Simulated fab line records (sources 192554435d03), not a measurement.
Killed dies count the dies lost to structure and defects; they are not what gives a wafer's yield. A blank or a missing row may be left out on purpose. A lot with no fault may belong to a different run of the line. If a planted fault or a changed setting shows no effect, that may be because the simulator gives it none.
fab line records :: flow n5_finfet :: part 2 of 2: steps 24 to 28 of 28
record:
  lots: 5
  wafers: 15
  last_day: 18
route steps=1938 shown BEOL_M5@1188 BEOL_M6@1194
lots untouched by any fault: they come from a run of this same line in which no faults occurred
start_h: start of the lot's first displayed wafer, in hours after the record's first day :: wait_h: hours since the lot's step before :: " as in the row above :: L1.1+2: a row that stands for several wafers :: - no value present, or no start provided :: * or withheld: withheld :: < > ~ a bound
route shown NAME@n: names a module that has steps shown in the file, with the first one's number in the route :: usual: mean and standard deviation over wafers with no fault :: same: alike in all rows :: chamber/n: place in a boat :: sites: per-site readings :: _std_site: the values' standard deviation :: _edge_site: inner sites' mean taken away from outer sites' mean :: radius_mm: for every site, how far away it sits from the centre of the wafer :: mask NAME#n: copy n :: behind: the last tool/chamber to shape the wafer :: hold: cause of the lot's hold/its duration in hours/its outcome :: device: the n, p or np transistor that did not switch :: end of line: at the end of the route, the tests of the same wafers :: step lacking rows: just its recipe :: killed: dies that structure and defects cost at the first sort, which is not the same as the wafer's yield :: map: the dies of a wafer, with x for killed, . for not killed, _ for no die there
set.NAME: setting as actually run; set.NAME@STEP: the setting as run at that earlier step :: model.NAME: the simulator's own value behind a step, which no gauge read
lots at some steps of the route; a table a step, a row a wafer
services: the hour from which a tool's chamber was out of use, counted from the record's first day as start_h (under 0 if before that day), plus the number of hours and why
== steps ==
step: N5_BEOL_M6_ETCH_61
recipe:
  chemistry: CF4
  target: SiARC
  target_depth_a: 455
  mask_material: CAR-ArF
  time_s: 75.8
  ion_energy_ev: 80
  pressure_mtorr: 40
  source_w: 545
  bias_w: 36
  Ar_flow_sccm: 100
  cf4_flow_sccm: 100
  ends: cleared
usual:
  drypump_motor_current_A: 5.5/0.37
  etch_rf_on_time_s: 76.5/1.3
  oes_product_au: 0.65/0.065
  rf_fwd_power_W: 539.6/2.3
  rf_vpp_V: 184.0/1.2
  showerhead_plenum_p_Torr: 2.14/0.077
  throttle_valve_pct: 15.63/0.19
lot.wafer: L074.4
tool: rie_diel-05
chamber: 0
start_h: 185.35
wait_h: 0.0
drypump_motor_current_A: 5.0
etch_rf_on_time_s: 74.6
oes_product_au: 0.68
rf_fwd_power_W: 540.0
rf_hours_counter_h: 83
rf_vpp_V: 184.9
showerhead_plenum_p_Torr: 2.16
throttle_valve_pct: 15.27

lot.wafer: L074.5
tool: rie_diel-05
chamber: 1
start_h: 185.35
wait_h: 0.0
drypump_motor_current_A: 5.5
etch_rf_on_time_s: 77.1
oes_product_au: 0.62
rf_fwd_power_W: 536.9
rf_hours_counter_h: -
rf_vpp_V: 182.9
showerhead_plenum_p_Torr: 2.06
throttle_valve_pct: 15.78

lot.wafer: L074.6
tool: rie_diel-05
chamber: 0
start_h: 185.35
wait_h: 0.0
drypump_motor_current_A: 4.9
etch_rf_on_time_s: 75.1
oes_product_au: 0.68
rf_fwd_power_W: 539.8
rf_hours_counter_h: -
rf_vpp_V: 184.9
showerhead_plenum_p_Torr: 2.16
throttle_valve_pct: 15.30

lot.wafer: L077.1
tool: rie_diel-05
chamber: 3
start_h: 197.09
wait_h: 0.0
drypump_motor_current_A: 5.7
etch_rf_on_time_s: 78.4
oes_product_au: 0.75
rf_fwd_power_W: 536.4
rf_hours_counter_h: 22
rf_vpp_V: 186.7
showerhead_plenum_p_Torr: 2.27
throttle_valve_pct: 15.40

lot.wafer: L077.2
tool: rie_diel-05
chamber: 1
start_h: 197.09
wait_h: 0.0
drypump_motor_current_A: 5.5
etch_rf_on_time_s: 78.7
oes_product_au: 0.62
rf_fwd_power_W: 538.8
rf_hours_counter_h: 198
rf_vpp_V: 183.1
showerhead_plenum_p_Torr: 2.06
throttle_valve_pct: 15.78

lot.wafer: L077.5
tool: rie_diel-05
chamber: 2
start_h: 197.09
wait_h: 0.0
drypump_motor_current_A: 5.9
etch_rf_on_time_s: 76.8
oes_product_au: 0.60
rf_fwd_power_W: 538.3
rf_hours_counter_h: -
rf_vpp_V: 185.3
showerhead_plenum_p_Torr: 2.21
throttle_valve_pct: 15.60

lot.wafer: L091.2
tool: rie_diel-02
chamber: 0
start_h: 285.89
wait_h: 0.0
drypump_motor_current_A: 5.7
etch_rf_on_time_s: 77.8
oes_product_au: 0.58
rf_fwd_power_W: 540.8
rf_hours_counter_h: 237
rf_vpp_V: 181.5
showerhead_plenum_p_Torr: 2.03
throttle_valve_pct: 15.74

lot.wafer: L091.5
tool: rie_diel-02
chamber: 1
start_h: 285.89
wait_h: 0.0
drypump_motor_current_A: 5.0
etch_rf_on_time_s: 76.9
oes_product_au: 0.69
rf_fwd_power_W: 539.5
rf_hours_counter_h: -
rf_vpp_V: 183.6
showerhead_plenum_p_Torr: 2.18
throttle_valve_pct: 15.42

lot.wafer: L091.6
tool: rie_diel-02
chamber: 2
start_h: 285.89
wait_h: 0.0
drypump_motor_current_A: 5.9
etch_rf_on_time_s: 75.2
oes_product_au: 0.59
rf_fwd_power_W: 539.5
rf_hours_counter_h: -
rf_vpp_V: 185.0
showerhead_plenum_p_Torr: 2.20
throttle_valve_pct: 15.90

lot.wafer: L095.1
tool: rie_diel-04
chamber: 3
start_h: 308.73
wait_h: 0.0
drypump_motor_current_A: 5.7
etch_rf_on_time_s: 77.7
oes_product_au: 0.56
rf_fwd_power_W: 541.2
rf_hours_counter_h: 240
rf_vpp_V: 183.0
showerhead_plenum_p_Torr: 2.03
throttle_valve_pct: 15.76

lot.wafer: L095.3
tool: rie_diel-04
chamber: 1
start_h: 308.73
wait_h: 0.0
drypump_motor_current_A: 5.3
etch_rf_on_time_s: 75.3
oes_product_au: 0.84
rf_fwd_power_W: 540.1
rf_hours_counter_h: 1
rf_vpp_V: 184.7
showerhead_plenum_p_Torr: 2.20
throttle_valve_pct: 15.46

lot.wafer: L095.6
tool: rie_diel-04
chamber: 0
start_h: 308.73
wait_h: 0.0
drypump_motor_current_A: 5.9
etch_rf_on_time_s: 77.3
oes_product_au: 0.57
rf_fwd_power_W: 538.6
rf_hours_counter_h: -
rf_vpp_V: 183.0
showerhead_plenum_p_Torr: 2.03
throttle_valve_pct: 15.90

lot.wafer: L097.1
tool: rie_diel-05
chamber: 3
start_h: 327.31
wait_h: 0.0
drypump_motor_current_A: 5.7
etch_rf_on_time_s: 78.3
oes_product_au: 0.69
rf_fwd_power_W: 536.2
rf_hours_counter_h: 69
rf_vpp_V: 185.4
showerhead_plenum_p_Torr: 2.25
throttle_valve_pct: 15.51

lot.wafer: L097.2
tool: rie_diel-05
chamber: 0
start_h: 327.31
wait_h: 0.0
drypump_motor_current_A: 5.0
etch_rf_on_time_s: 75.5
oes_product_au: 0.64
rf_fwd_power_W: 540.7
rf_hours_counter_h: 126
rf_vpp_V: 185.1
showerhead_plenum_p_Torr: 2.15
throttle_valve_pct: 15.36

lot.wafer: L097.3
tool: rie_diel-05
chamber: 1
start_h: 327.31
wait_h: 0.0
drypump_motor_current_A: 5.5
etch_rf_on_time_s: 77.7
oes_product_au: 0.59
rf_fwd_power_W: 544.5
rf_hours_counter_h: 240
rf_vpp_V: 185.0
showerhead_plenum_p_Torr: 2.04
throttle_valve_pct: 15.85
step: N5_BEOL_M6_ETCH_62
recipe:
  chemistry: N2/H2
  target: SOC
  target_depth_a: 1100
  overetch_a: 220
  mask_material: SiARC
  temp_c: 40
  time_s: 165
  ion_energy_ev: 200
  pressure_mtorr: 30
  source_w: 840
  bias_w: 150
  n2_flow_sccm: 200
  h2_flow_sccm: 200
usual:
  drypump_motor_current_A: 5.5/0.37
  n2_flow_sccm: 199.9/0.59
  oes_product_au: 0.65/0.064
  rf_fwd_power_W: 837.6/2.6
  rf_vpp_V: 523.9/2.7
  showerhead_plenum_p_Torr: 2.54/0.095
  throttle_valve_pct: 17.82/0.24
lot.wafer: L074.4
tool: rie_diel-05
chamber: 0
start_h: 185.41
wait_h: 0.0
drypump_motor_current_A: 5.0
n2_flow_sccm: 198.9
oes_product_au: 0.67
rf_fwd_power_W: 837.7
rf_hours_counter_h: 83
rf_vpp_V: 524.8
showerhead_plenum_p_Torr: 2.57
throttle_valve_pct: 17.41

lot.wafer: L074.5
tool: rie_diel-05
chamber: 1
start_h: 185.41
wait_h: 0.0
drypump_motor_current_A: 5.5
n2_flow_sccm: 200.0
oes_product_au: 0.63
rf_fwd_power_W: 838.3
rf_hours_counter_h: -
rf_vpp_V: 519.7
showerhead_plenum_p_Torr: 2.43
throttle_valve_pct: 18.01

lot.wafer: L074.6
tool: rie_diel-05
chamber: 0
start_h: 185.41
wait_h: 0.0
drypump_motor_current_A: 4.9
n2_flow_sccm: 200.1
oes_product_au: 0.67
rf_fwd_power_W: 838.1
rf_hours_counter_h: -
rf_vpp_V: 525.0
showerhead_plenum_p_Torr: 2.57
throttle_valve_pct: 17.43

lot.wafer: L077.1
tool: rie_diel-05
chamber: 3
start_h: 197.14
wait_h: 0.0
drypump_motor_current_A: 5.7
n2_flow_sccm: 199.9
oes_product_au: 0.76
rf_fwd_power_W: 834.7
rf_hours_counter_h: 22
rf_vpp_V: 528.3
showerhead_plenum_p_Torr: 2.71
throttle_valve_pct: 17.67

lot.wafer: L077.2
tool: rie_diel-05
chamber: 1
start_h: 197.14
wait_h: 0.0
drypump_motor_current_A: 5.5
n2_flow_sccm: 200.9
oes_product_au: 0.63
rf_fwd_power_W: 840.5
rf_hours_counter_h: 198
rf_vpp_V: 520.9
showerhead_plenum_p_Torr: 2.42
throttle_valve_pct: 18.00

lot.wafer: L077.5
tool: rie_diel-05
chamber: 2
start_h: 197.14
wait_h: 0.0
drypump_motor_current_A: 5.9
n2_flow_sccm: 200.6
oes_product_au: 0.61
rf_fwd_power_W: 839.5
rf_hours_counter_h: -
rf_vpp_V: 527.9
showerhead_plenum_p_Torr: 2.63
throttle_valve_pct: 17.87

lot.wafer: L091.2
tool: rie_diel-02
chamber: 0
start_h: 285.95
wait_h: 0.0
drypump_motor_current_A: 5.6
n2_flow_sccm: 200.6
oes_product_au: 0.58
rf_fwd_power_W: 839.2
rf_hours_counter_h: 238
rf_vpp_V: 519.9
showerhead_plenum_p_Torr: 2.42
throttle_valve_pct: 18.16

lot.wafer: L091.5
tool: rie_diel-02
chamber: 1
start_h: 285.95
wait_h: 0.0
drypump_motor_current_A: 4.9
n2_flow_sccm: 199.4
oes_product_au: 0.69
rf_fwd_power_W: 838.1
rf_hours_counter_h: -
rf_vpp_V: 524.6
showerhead_plenum_p_Torr: 2.57
throttle_valve_pct: 17.51

lot.wafer: L091.6
tool: rie_diel-02
chamber: 2
start_h: 285.95
wait_h: 0.0
drypump_motor_current_A: 5.9
n2_flow_sccm: 200.1
oes_product_au: 0.59
rf_fwd_power_W: 839.7
rf_hours_counter_h: -
rf_vpp_V: 525.7
showerhead_plenum_p_Torr: 2.63
throttle_valve_pct: 18.09

lot.wafer: L095.1
tool: rie_diel-04
chamber: 3
start_h: 308.79
wait_h: 0.0
drypump_motor_current_A: 5.6
n2_flow_sccm: 199.4
oes_product_au: 0.57
rf_fwd_power_W: 845.0
rf_hours_counter_h: 240
rf_vpp_V: 519.2
showerhead_plenum_p_Torr: 2.40
throttle_valve_pct: 17.92

lot.wafer: L095.3
tool: rie_diel-04
chamber: 1
start_h: 308.79
wait_h: 0.0
drypump_motor_current_A: 5.3
n2_flow_sccm: 199.7
oes_product_au: 0.83
rf_fwd_power_W: 836.7
rf_hours_counter_h: 1
rf_vpp_V: 525.9
showerhead_plenum_p_Torr: 2.59
throttle_valve_pct: 17.62

lot.wafer: L095.6
tool: rie_diel-04
chamber: 0
start_h: 308.79
wait_h: 0.0
drypump_motor_current_A: 5.9
n2_flow_sccm: 198.9
oes_product_au: 0.57
rf_fwd_power_W: 837.7
rf_hours_counter_h: -
rf_vpp_V: 520.9
showerhead_plenum_p_Torr: 2.40
throttle_valve_pct: 18.08

lot.wafer: L097.1
tool: rie_diel-05
chamber: 3
start_h: 327.37
wait_h: 0.0
drypump_motor_current_A: 5.7
n2_flow_sccm: 199.8
oes_product_au: 0.70
rf_fwd_power_W: 840.0
rf_hours_counter_h: 69
rf_vpp_V: 527.2
showerhead_plenum_p_Torr: 2.69
throttle_valve_pct: 17.75

lot.wafer: L097.2
tool: rie_diel-05
chamber: 0
start_h: 327.37
wait_h: 0.0
drypump_motor_current_A: 5.0
n2_flow_sccm: 200.3
oes_product_au: 0.64
rf_fwd_power_W: 836.9
rf_hours_counter_h: 126
rf_vpp_V: 525.2
showerhead_plenum_p_Torr: 2.55
throttle_valve_pct: 17.51

lot.wafer: L097.3
tool: rie_diel-05
chamber: 1
start_h: 327.37
wait_h: 0.0
drypump_motor_current_A: 5.5
n2_flow_sccm: 200.5
oes_product_au: 0.60
rf_fwd_power_W: 840.3
rf_hours_counter_h: 240
rf_vpp_V: 518.8
showerhead_plenum_p_Torr: 2.41
throttle_valve_pct: 18.08
step: N5_BEOL_M6_STRIP_68
recipe:
  chemistry: N2/H2
  temp_c: 40
  n2_flow_sccm: 200
  h2_flow_sccm: 200
  rf_frequency_hz: 6e+07
lot.wafer: L074.4+5+6
tool: rie_diel-05
chamber: 0,1,0
start_h: 185.54
wait_h: 0.1

lot.wafer: L077.1+2+5
tool: rie_diel-05
chamber: 3,1,2
start_h: 197.28
wait_h: 0.1

lot.wafer: L091.2+5+6
tool: rie_diel-02
chamber: 0,1,2
start_h: 286.08
wait_h: 0.1

lot.wafer: L095.1+3+6
tool: rie_diel-04
chamber: 3,1,0
start_h: 308.93
wait_h: 0.1

lot.wafer: L097.1+2+3
tool: rie_diel-05
chamber: 3,0,1
start_h: 327.50
wait_h: 0.1
step: N5_BEOL_M6_STRIP_67
recipe:
  chemistry: CF4
  resist: SiARC
  power_w: 300
  bias_power_w: 75
  pressure_mtorr: 50
  cf4_flow_sccm: 150
  rf_frequency_hz: 6e+07
usual:
  drypump_motor_current_A: 5.5/0.37
  oes_product_au: 0.76/0.075
  rf_vpp_V: 271.1/1.8
  showerhead_plenum_p_Torr: 1.80/0.065
  throttle_valve_pct: 13.62/0.2
lot.wafer: L074.4
tool: rie_diel-05
chamber: 0
start_h: 185.55
wait_h: 0.0
drypump_motor_current_A: 4.9
oes_product_au: 0.80
rf_hours_counter_h: 83
rf_vpp_V: 270.7
showerhead_plenum_p_Torr: 1.83
throttle_valve_pct: 13.31

lot.wafer: L074.5
tool: rie_diel-05
chamber: 1
start_h: 185.55
wait_h: 0.0
drypump_motor_current_A: 5.5
oes_product_au: 0.74
rf_hours_counter_h: -
rf_vpp_V: 269.7
showerhead_plenum_p_Torr: 1.72
throttle_valve_pct: 13.73

lot.wafer: L074.6
tool: rie_diel-05
chamber: 0
start_h: 185.55
wait_h: 0.0
drypump_motor_current_A: 4.9
oes_product_au: 0.79
rf_hours_counter_h: -
rf_vpp_V: 271.6
showerhead_plenum_p_Torr: 1.83
throttle_valve_pct: 13.31

lot.wafer: L077.1
tool: rie_diel-05
chamber: 3
start_h: 197.29
wait_h: 0.0
drypump_motor_current_A: 5.7
oes_product_au: 0.89
rf_hours_counter_h: 22
rf_vpp_V: 273.4
showerhead_plenum_p_Torr: 1.90
throttle_valve_pct: 13.34

lot.wafer: L077.2
tool: rie_diel-05
chamber: 1
start_h: 197.29
wait_h: 0.0
drypump_motor_current_A: 5.5
oes_product_au: 0.73
rf_hours_counter_h: 198
rf_vpp_V: 269.0
showerhead_plenum_p_Torr: 1.72
throttle_valve_pct: 13.76

lot.wafer: L077.5
tool: rie_diel-05
chamber: 2
start_h: 197.29
wait_h: 0.0
drypump_motor_current_A: 5.9
oes_product_au: 0.70
rf_hours_counter_h: -
rf_vpp_V: 272.6
showerhead_plenum_p_Torr: 1.86
throttle_valve_pct: 13.61

lot.wafer: L091.2
tool: rie_diel-02
chamber: 0
start_h: 286.09
wait_h: 0.0
drypump_motor_current_A: 5.7
oes_product_au: 0.68
rf_hours_counter_h: 238
rf_vpp_V: 269.4
showerhead_plenum_p_Torr: 1.69
throttle_valve_pct: 13.71

lot.wafer: L091.5
tool: rie_diel-02
chamber: 1
start_h: 286.09
wait_h: 0.0
drypump_motor_current_A: 5.0
oes_product_au: 0.82
rf_hours_counter_h: -
rf_vpp_V: 270.7
showerhead_plenum_p_Torr: 1.83
throttle_valve_pct: 13.36

lot.wafer: L091.6
tool: rie_diel-02
chamber: 2
start_h: 286.09
wait_h: 0.0
drypump_motor_current_A: 5.9
oes_product_au: 0.69
rf_hours_counter_h: -
rf_vpp_V: 271.9
showerhead_plenum_p_Torr: 1.84
throttle_valve_pct: 13.92

lot.wafer: L095.1
tool: rie_diel-04
chamber: 3
start_h: 308.94
wait_h: 0.0
drypump_motor_current_A: 5.6
oes_product_au: 0.67
rf_hours_counter_h: 240
rf_vpp_V: 267.2
showerhead_plenum_p_Torr: 1.70
throttle_valve_pct: 13.81

lot.wafer: L095.3
tool: rie_diel-04
chamber: 1
start_h: 308.94
wait_h: 0.0
drypump_motor_current_A: 5.3
oes_product_au: 0.97
rf_hours_counter_h: 1
rf_vpp_V: 272.2
showerhead_plenum_p_Torr: 1.83
throttle_valve_pct: 13.35

lot.wafer: L095.6
tool: rie_diel-04
chamber: 0
start_h: 308.94
wait_h: 0.0
drypump_motor_current_A: 5.9
oes_product_au: 0.68
rf_hours_counter_h: -
rf_vpp_V: 270.4
showerhead_plenum_p_Torr: 1.71
throttle_valve_pct: 13.90

lot.wafer: L097.1
tool: rie_diel-05
chamber: 3
start_h: 327.51
wait_h: 0.0
drypump_motor_current_A: 5.7
oes_product_au: 0.82
rf_hours_counter_h: 70
rf_vpp_V: 273.0
showerhead_plenum_p_Torr: 1.88
throttle_valve_pct: 13.46

lot.wafer: L097.2
tool: rie_diel-05
chamber: 0
start_h: 327.51
wait_h: 0.0
drypump_motor_current_A: 5.0
oes_product_au: 0.76
rf_hours_counter_h: 126
rf_vpp_V: 271.5
showerhead_plenum_p_Torr: 1.81
throttle_valve_pct: 13.41

lot.wafer: L097.3
tool: rie_diel-05
chamber: 1
start_h: 327.51
wait_h: 0.0
drypump_motor_current_A: 5.5
oes_product_au: 0.71
rf_hours_counter_h: 240
rf_vpp_V: 269.4
showerhead_plenum_p_Torr: 1.71
throttle_valve_pct: 13.86
step: N5_BEOL_M6_HM_OPEN_17
recipe:
  chemistry: Cl2/BCl3
  target_depth_a: 200
  overetch_a: 60
  target: TiN
  mask_material: SOC
  ion_energy_ev: 150
  pressure_mtorr: 10
  icp_w: 1000
  bias_w: 126
  Cl2_flow_sccm: 53.25
  bcl3_flow_sccm: 21.75
  Ar_flow_sccm: 25
usual:
  drypump_motor_current_A: 5.7/0.46
  oes_ar_750_au: 0.73/0.12
  oes_product_au: 0.64/0.099
  rf_fwd_power_W: 993.1/2.7
  throttle_valve_pct: 22.33/0.21
lot.wafer: L074.4
tool: rie_metal-01
chamber: 0
start_h: 185.62
wait_h: 0.1
drypump_motor_current_A: 4.9
oes_ar_750_au: 0.62
oes_product_au: 0.53
rf_fwd_power_W: 997.2
rf_hours_counter_h: -
throttle_valve_pct: 22.49

lot.wafer: L074.5
tool: rie_metal-01
chamber: 0
start_h: 185.62
wait_h: 0.1
drypump_motor_current_A: 4.9
oes_ar_750_au: 0.62
oes_product_au: 0.54
rf_fwd_power_W: 994.9
rf_hours_counter_h: -
throttle_valve_pct: 22.51

lot.wafer: L074.6
tool: rie_metal-01
chamber: 1
start_h: 185.62
wait_h: 0.1
drypump_motor_current_A: 6.0
oes_ar_750_au: 0.65
oes_product_au: 0.59
rf_fwd_power_W: 994.4
rf_hours_counter_h: -
throttle_valve_pct: 22.41

lot.wafer: L077.1
tool: rie_metal-01
chamber: 1
start_h: 197.33
wait_h: 0.0
drypump_motor_current_A: 6.0
oes_ar_750_au: 0.65
oes_product_au: 0.58
rf_fwd_power_W: 990.9
rf_hours_counter_h: 91
throttle_valve_pct: 22.43

lot.wafer: L077.2
tool: rie_metal-01
chamber: 0
start_h: 197.33
wait_h: 0.0
drypump_motor_current_A: 4.9
oes_ar_750_au: 0.62
oes_product_au: 0.53
rf_fwd_power_W: 993.8
rf_hours_counter_h: 123
throttle_valve_pct: 22.52

lot.wafer: L077.5
tool: rie_metal-01
chamber: 0
start_h: 197.33
wait_h: 0.0
drypump_motor_current_A: 4.9
oes_ar_750_au: 0.62
oes_product_au: 0.53
rf_fwd_power_W: 988.4
rf_hours_counter_h: -
throttle_valve_pct: 22.51

lot.wafer: L091.2
tool: rie_metal-02
chamber: 1
start_h: 286.14
wait_h: 0.0
drypump_motor_current_A: 5.5
oes_ar_750_au: 0.65
oes_product_au: 0.58
rf_fwd_power_W: 994.1
rf_hours_counter_h: 96
throttle_valve_pct: 22.51

lot.wafer: L091.5
tool: rie_metal-02
chamber: 1
start_h: 286.14
wait_h: 0.0
drypump_motor_current_A: 5.5
oes_ar_750_au: 0.65
oes_product_au: 0.57
rf_fwd_power_W: 993.6
rf_hours_counter_h: -
throttle_valve_pct: 22.50

lot.wafer: L091.6
tool: rie_metal-02
chamber: 0
start_h: 286.14
wait_h: 0.0
drypump_motor_current_A: 6.1
oes_ar_750_au: 0.86
oes_product_au: 0.74
rf_fwd_power_W: 991.2
rf_hours_counter_h: -
throttle_valve_pct: 22.06

lot.wafer: L095.1
tool: rie_metal-01
chamber: 0
start_h: 308.98
wait_h: 0.0
drypump_motor_current_A: 4.9
oes_ar_750_au: 0.93
oes_product_au: 0.81
rf_fwd_power_W: 997.2
rf_hours_counter_h: 4
throttle_valve_pct: 22.02

lot.wafer: L095.3
tool: rie_metal-01
chamber: 1
start_h: 308.98
wait_h: 0.0
drypump_motor_current_A: 6.0
oes_ar_750_au: 0.63
oes_product_au: 0.56
rf_fwd_power_W: 993.3
rf_hours_counter_h: -
throttle_valve_pct: 22.48

lot.wafer: L095.6
tool: rie_metal-01
chamber: 0
start_h: 308.98
wait_h: 0.0
drypump_motor_current_A: 4.9
oes_ar_750_au: 0.93
oes_product_au: 0.81
rf_fwd_power_W: 993.7
rf_hours_counter_h: -
throttle_valve_pct: 22.03

lot.wafer: L097.1
tool: rie_metal-02
chamber: 0
start_h: 327.55
wait_h: 0.0
drypump_motor_current_A: 6.1
oes_ar_750_au: 0.85
oes_product_au: 0.72
rf_fwd_power_W: 991.2
rf_hours_counter_h: 24
throttle_valve_pct: 22.06

lot.wafer: L097.2
tool: rie_metal-02
chamber: 1
start_h: 327.55
wait_h: 0.0
drypump_motor_current_A: 5.5
oes_ar_750_au: 0.64
oes_product_au: 0.57
rf_fwd_power_W: 994.4
rf_hours_counter_h: 100
throttle_valve_pct: 22.51

lot.wafer: L097.3
tool: rie_metal-02
chamber: 0
start_h: 327.55
wait_h: 0.0
drypump_motor_current_A: 6.1
oes_ar_750_au: 0.86
oes_product_au: 0.73
rf_fwd_power_W: 993.5
rf_hours_counter_h: -
throttle_valve_pct: 22.04
== services ==
tool: arfi_scanner-02
chamber: -
start_h: 160.05
hours: 4.9
kind: pm

tool: rie_diel-04
chamber: 1
start_h: 165.57
hours: 6.6
kind: repair

tool: rie_metal-01
chamber: 0
start_h: 167.21
hours: 9.9
kind: repair

tool: rie_diel-02
chamber: 1
start_h: 169.13
hours: 2.1
kind: repair

tool: uv_cure-02
chamber: -
start_h: 176.50
hours: 7.5
kind: pm

tool: pecvd-01
chamber: 2
start_h: 209.43
hours: 19.8
kind: repair

tool: rie_diel-04
chamber: -
start_h: 212.45
hours: 14.6
kind: pm

tool: rie_diel-05
chamber: 0
start_h: 213.96
hours: 11.5
kind: repair

tool: arfi_scanner-02
chamber: -
start_h: 218.71
hours: 1.3
kind: pm

tool: uv_cure-02
chamber: -
start_h: 225.05
hours: 0.6
kind: repair

tool: pecvd-01
chamber: -
start_h: 229.78
hours: 28.1
kind: pm

tool: rie_diel-05
chamber: 1
start_h: 253.43
hours: 2.5
kind: repair

tool: arfi_scanner-02
chamber: -
start_h: 257.86
hours: 16.0
kind: pm

tool: pecvd-01
chamber: 0
start_h: 265.44
hours: 4.3
kind: repair

tool: rie_diel-02
chamber: -
start_h: 273.16
hours: 0.6
kind: repair

tool: rie_diel-05
chamber: -
start_h: 278.82
hours: 0.5
kind: repair

tool: rie_diel-05
chamber: 2
start_h: 282.21
hours: 3.3
kind: repair

tool: arfi_scanner-02
chamber: -
start_h: 282.45
hours: 1.7
kind: repair

tool: arfi_scanner-02
chamber: -
start_h: 300.34
hours: 1.0
kind: pm

tool: rie_diel-02
chamber: 3
start_h: 310.74
hours: 16.3
kind: repair

tool: pecvd-04
chamber: -
start_h: 314.96
hours: 6.0
kind: pm

tool: arfi_scanner-02
chamber: -
start_h: 315.87
hours: 0.8
kind: pm

tool: pecvd-02
chamber: -
start_h: 318.61
hours: 0.8
kind: repair

tool: arfi_scanner-02
chamber: -
start_h: 323.05
hours: 1.2
kind: repair
